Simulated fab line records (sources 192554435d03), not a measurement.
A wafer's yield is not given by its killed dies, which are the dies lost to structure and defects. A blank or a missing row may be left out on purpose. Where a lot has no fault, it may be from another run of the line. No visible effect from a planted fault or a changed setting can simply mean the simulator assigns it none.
Matching of chambers ; flow n5_finfet ; rie_diel-05 running N5_BEOL_M3_ETCH_77: 4 sister chambers
The step etches underlayer in N2/H2, target depth 6.5 nm, time 5.2 s. 4 wafers are shown with their chamber, then 12 later ones without.

== WAFERS, EACH WITH ITS CHAMBER ==
wafer;chamber;showerhead_plenum_p_Torr (Torr)
L083.5;2;2.60
L086.1;0;2.43
L086.3;3;2.63
L086.5;1;2.41

== WAFERS MISSING THEIR CHAMBER ==
wafer;showerhead_plenum_p_Torr (Torr)
L088.1;2.60
L088.3;2.40
L088.4;2.43
L090.1;2.40
L090.2;2.63
L090.5;2.43
L092.2;2.63
L092.3;2.40
L092.4;2.60
L096.1;2.59
L096.3;2.43
L096.5;2.63

== WHICH CHAMBER EACH ONE RAN IN ==
wafer;from the rows above;in truth
L088.1;2;2
L088.3;1;1
L088.4;0;0
L090.1;1;1
L090.2;3;3
L090.5;0;0
L092.2;3;3
L092.3;1;1
L092.4;2;2
L096.1;2;2
L096.3;0;0
L096.5;3;3
12 of 12 placed correctly. Number that these rows cannot place: 0. Wrongly placed: 0.
How it was worked out, from the rows above alone: a wafer's distance from a chamber is the root of the sum, over the readings, of the square of ((its reading less the chamber's mean) divided by the reading's scatter). If the next closest chamber is less than 2 further off than the closest, the wafer can't be placed; otherwise it belongs to the closest. A chamber's mean is the mean of its shown wafers. The scatter (one wafer shown for each chamber): square how far every hidden wafer sits from the nearest shown wafer, average those squares and take the square root.
